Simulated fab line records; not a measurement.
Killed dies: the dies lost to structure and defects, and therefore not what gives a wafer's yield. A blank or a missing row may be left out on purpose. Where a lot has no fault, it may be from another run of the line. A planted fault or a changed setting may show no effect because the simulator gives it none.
Matching of chambers :: flow n5_finfet :: N5_MOL_CONTACT_COAG_CMP_23 on cmp-04 has 4 sister chambers
The step polishes, stops on SiO2, t overpolish 1.5 s, target thk 0 nm. 14 wafers are shown with their chamber, then 6 later ones without.

== WAFERS, EACH WITH ITS CHAMBER ==
wafer: L074.2
chamber: 0
motor_current_A (A): 8.0
overpolish_run_s (s): 1.494
pad_life_wafers: 980

wafer: L074.3
chamber: 3
motor_current_A (A): 8.2
overpolish_run_s (s): 1.476
pad_life_wafers: 979

wafer: L075.2
chamber: 0
motor_current_A (A): 8.4
overpolish_run_s (s): 1.518
pad_life_wafers: 1046

wafer: L079.1
chamber: 0
motor_current_A (A): 8.2
overpolish_run_s (s): 1.521
pad_life_wafers: 1215

wafer: L079.2
chamber: 1
motor_current_A (A): 7.5
overpolish_run_s (s): 1.498
pad_life_wafers: 1212

wafer: L079.4
chamber: 3
motor_current_A (A): 8.1
overpolish_run_s (s): 1.491
pad_life_wafers: 1214

wafer: L083.1
chamber: 1
motor_current_A (A): 7.6
overpolish_run_s (s): 1.502
pad_life_wafers: 1407

wafer: L084.3
chamber: 0
motor_current_A (A): 8.5
overpolish_run_s (s): 1.494
pad_life_wafers: 1497

wafer: L084.4
chamber: 1
motor_current_A (A): 7.8
overpolish_run_s (s): 1.488
pad_life_wafers: 1494

wafer: L086.1
chamber: 0
motor_current_A (A): 7.9
overpolish_run_s (s): 1.483
pad_life_wafers: 1623

wafer: L086.2
chamber: 2
motor_current_A (A): 8.0
overpolish_run_s (s): 1.508
pad_life_wafers: 1621

wafer: L087.3
chamber: 3
motor_current_A (A): 7.9
overpolish_run_s (s): 1.478
pad_life_wafers: 1651

wafer: L087.4
chamber: 2
motor_current_A (A): 8.4
overpolish_run_s (s): 1.496
pad_life_wafers: 1650

wafer: L092.2
chamber: 2
motor_current_A (A): 8.4
overpolish_run_s (s): 1.506
pad_life_wafers: 1818

SIGNATURES (averages over the wafers above)
reading: motor_current_A
chamber 0: 8.200
chamber 1: 7.633
chamber 2: 8.267
chamber 3: 8.067
scatter within a chamber: 0.214

reading: overpolish_run_s
chamber 0: 1.50200
chamber 1: 1.49600
chamber 2: 1.50333
chamber 3: 1.48167
scatter within a chamber: 0.0119

reading: pad_life_wafers
chamber 0: 1272.20
chamber 1: 1371.00
chamber 2: 1696.33
chamber 3: 1281.33
scatter within a chamber: 247
Rule: a wafer's distance from a chamber is the root of the sum, over the readings, of the square of ((its reading less the chamber's mean) divided by the reading's scatter). The wafer belongs to the nearest chamber; if the next one is less than 2 further off, it can't be placed. The scatter: the root of (the sum of the squares of (reading less its chamber's mean) over the shown wafers, divided by (wafers less chambers)).

== WAFERS WITH NO CHAMBER GIVEN ==
wafer: L092.4
motor_current_A (A): 7.9
overpolish_run_s (s): 1.494
pad_life_wafers: 1821

wafer: L095.1
motor_current_A (A): 7.6
overpolish_run_s (s): 1.510
pad_life_wafers: 1986

wafer: L095.3
motor_current_A (A): 8.0
overpolish_run_s (s): 1.511
pad_life_wafers: 1988

wafer: L095.4
motor_current_A (A): 8.3
overpolish_run_s (s): 1.472
pad_life_wafers: 1989

wafer: L097.1
motor_current_A (A): 7.9
overpolish_run_s (s): 1.485
pad_life_wafers: 19

wafer: L097.2
motor_current_A (A): 7.8
overpolish_run_s (s): 1.505
pad_life_wafers: 20

== CHAMBER TAKEN BY EACH ==
wafer: L092.4
from the rows above: can't be placed: 2 or 1 or 3 or 0
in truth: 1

wafer: L095.1
from the rows above: can't be placed: 1 or 2 or 0 or 3
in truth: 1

wafer: L095.3
from the rows above: can't be placed: 2 or 0 or 1 or 3
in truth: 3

wafer: L095.4
from the rows above: can't be placed: 2 or 3 or 0 or 1
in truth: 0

wafer: L097.1
from the rows above: can't be placed: 3 or 0 or 1 or 2
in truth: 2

wafer: L097.2
from the rows above: can't be placed: 0 or 1 or 3 or 2
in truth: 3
Placed correctly: 0 of 6. Can't be placed from these rows: 6 (the true chamber is among the candidates in 6). Number placed wrongly: 0.
